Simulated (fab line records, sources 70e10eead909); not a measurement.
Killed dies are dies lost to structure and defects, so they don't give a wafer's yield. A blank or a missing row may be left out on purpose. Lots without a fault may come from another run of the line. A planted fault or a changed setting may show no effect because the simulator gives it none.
A struck lot beside a sound one | flow nand_harc | 26 steps out of a route of 1159
Sound: wafers L742.3, L742.5, L742.6. Struck: wafers L752.1, L752.4, L752.5. The cause comes at the end.
At each step with rows: each side's tool, then ch and its chambers, then its first start. Under that, the readings that differ: sound wafers | struck wafers | difference of the means | sigmas: that difference in standard deviations of wafers without a fault.
alike: readings whose means differ by less than 2 such deviations, and words and numbers that are the same on both sides. not compared: withheld readings, readings that some wafer has no value for, bounds like >300 that may hide the same value, and numbers for which the record gives no deviation and whose values overlap.
The two part at a step that has a row with sigmas, a row that says differs or no value, or rows on one side only. Numbers that don't overlap but have no deviation are shown without sigmas and don't part them. A reading that every wafer of one side lacks parts them only if that side has two wafers or more.

NHARC_A_CHANNEL_HOLE_D1_ETCH_38: etches the open film in CF4, target depth 39 nm, time 65 s.
  sound on rie_diel-04 ch 2,3, day 9 08:32; struck on rie_diel-12 ch 2,3, day 11 09:11
  alike: drypump_motor_current_A, oes_product_au, rf_vpp_V, showerhead_plenum_p_Torr, throttle_valve_pct
  not compared: rf_hours_counter_h
then, 3 steps without rows for these wafers: NHARC_A_CHANNEL_HOLE_D1_ETCH_39 (etches the open film in N2/H2, target depth 260 nm, time 325 s); NHARC_A_CHANNEL_HOLE_D1_ETCH_34 (etches the open film in CF4/CHF3, target depth 154 nm, time 77 s); NHARC_A_CHANNEL_HOLE_D1_ETCH_16 (etches the open film in O2/COS, target depth 3100 nm, time 806 s).
NHARC_A_CHANNEL_HOLE_D1_CD_MEAS_18:
  sound on cd_sem-02, day 9 09:34; struck on cd_sem-01, day 11 10:12
  alike: cd_nm
then, 3 steps without rows for these wafers: NHARC_A_CHANNEL_HOLE_D1_ETCH_19 (etches the open film in C4F8/O2/Ar, time 34.5 s); NHARC_A_CHANNEL_HOLE_D1_ETCH_20 (etches the open film in C4F8/O2/Ar, time 361.9 s, target depth 1600 nm); NHARC_A_CHANNEL_HOLE_D1_ETCH_21 (etches the open film in C4F8/O2/Ar, time 514.3 s, target depth 1600 nm).
NHARC_A_CHANNEL_HOLE_D1_ETCH_22: etches the open film in C4F8/O2/Ar, time 666.7 s, target depth 1600 nm.
  sound on har_etch-01 ch 0,1, day 9 11:20; struck on har_etch-02 ch 0,1, day 11 11:31
  alike: drypump_motor_current_A, showerhead_plenum_p_Torr, throttle_valve_pct
  not compared: rf_hours_counter_h
then, 3 steps without rows for these wafers: NHARC_A_CHANNEL_HOLE_D1_ETCH_23 (etches the open film in C4F8/O2/Ar, time 819 s, target depth 1600 nm); NHARC_A_CHANNEL_HOLE_D1_ETCH_24 (etches the open film in C4F8/O2/Ar, time 906.2 s, target depth 1500 nm); NHARC_A_CHANNEL_HOLE_D1_ETCH_25 (etches the open film in C4F8/O2/Ar, time 1040.2 s, target depth 1500 nm).
NHARC_A_CHANNEL_HOLE_D1_ETCH_26: etches the open film in C4F8/O2/Ar, time 224.1 s, target depth 300 nm.
  sound on har_etch-01 ch 0,1, day 9 14:04; struck on har_etch-02 ch 0,1, day 11 14:22
  alike: drypump_motor_current_A, showerhead_plenum_p_Torr, throttle_valve_pct
  not compared: rf_hours_counter_h
then, 4 steps without rows for these wafers: NHARC_A_CHANNEL_HOLE_D1_ETCH_33 (etches the open film in C4F8/O2/Ar, time 90 s, target depth 400 nm); NHARC_A_CHANNEL_HOLE_D1_STRIP_41 (strips in N2/H2); NHARC_A_CHANNEL_HOLE_D1_STRIP_42 (strips in CF4/CHF3); NHARC_A_CHANNEL_HOLE_D1_STRIP_43 (strips in O2/COS).
NHARC_A_CHANNEL_HOLE_D1_ETCH_44: etches the open film in CF4/O2, target depth 140 nm, overetch 14 nm, time 77 s.
  sound on rie_diel-04 ch 0,1,3, day 9 14:56; struck on rie_diel-12 ch 0,2,3, day 11 15:17
  alike: drypump_motor_current_A, oes_product_au, rf_vpp_V, showerhead_plenum_p_Torr, throttle_valve_pct
  not compared: rf_hours_counter_h
NHARC_A_CHANNEL_HOLE_D1_STRIP_27: strips in O2.
  sound on rie_diel-04 ch 2,3; struck on rie_diel-12 ch 0,1,3
  reading               | sound             | struck            | difference | sigmas
  oes_product_au (a.u.) | 1.013 1.012 1.022 | 0.995 0.988 1.004 | -0.020     | -2
  alike: drypump_motor_current_A, rf_vpp_V, showerhead_plenum_p_Torr, throttle_valve_pct
  not compared: rf_hours_counter_h
then, 2 steps without rows for these wafers: NHARC_A_CHANNEL_HOLE_D1_PRECLEAN_28 (cleans in SC1); NHARC_A_CHANNEL_HOLE_D1_SRD_29.
NHARC_A_CHANNEL_HOLE_D1_CD_MEAS_30:
  sound on cd_sem-01, day 9 15:43; struck on cd_sem-02, day 11 16:11
  alike: cd_nm
NHARC_A_CHANNEL_HOLE_D1_XSEM_31:
  sound on xsem-01 ch 0, day 9 15:49; struck on xsem-01 ch 0, day 11 16:16
  reading            | sound          | struck         | difference | sigmas
  tilt_deg (degrees) | 0.22 0.22 0.22 | 0.08 0.08 0.08 | -0.14      | -3
  alike: bot_cd_nm, bow_nm
NHARC_A_CHANNEL_HOLE_D1_INSPECT_40:
  sound on defect_inspect-01, day 9 15:54; struck on defect_inspect-02, day 11 16:22
  reading          | sound    | struck         | difference | sigmas
  raw_defect_count | 58 74 55 | 1208 1220 1261 | +1167      | +78
then, 1 step without rows for these wafers: NHARC_A_CHANNEL_FILL_D1_PRECLEAN_00 (cleans in SC1).
-- the record jumps here: 11 days lie between the struck wafers' starts before and after (it left off in module A_CHANNEL_FILL_D1 and takes up again in module END, whose first step shown is number 1159 of the route) --
NHARC_END_SORT_01:
  sound on prober-02 ch 0, day 21 11:58; struck on prober-01 ch 0, day 22 17:34
  reading         | sound    | struck     | difference | sigmas
  killed_at_array | 19 15 24 | 120 63 107 | +77        | +8
  killed_dies     | 24 17 24 | 121 64 109 | +76        | +7
  alike: killed_at_other, killed_at_periphery, killed_open, killed_short

WHERE THEY PART
First at NHARC_A_CHANNEL_HOLE_D1_STRIP_27; last, within this record, at NHARC_END_SORT_01.

WHY: what the simulator had put in
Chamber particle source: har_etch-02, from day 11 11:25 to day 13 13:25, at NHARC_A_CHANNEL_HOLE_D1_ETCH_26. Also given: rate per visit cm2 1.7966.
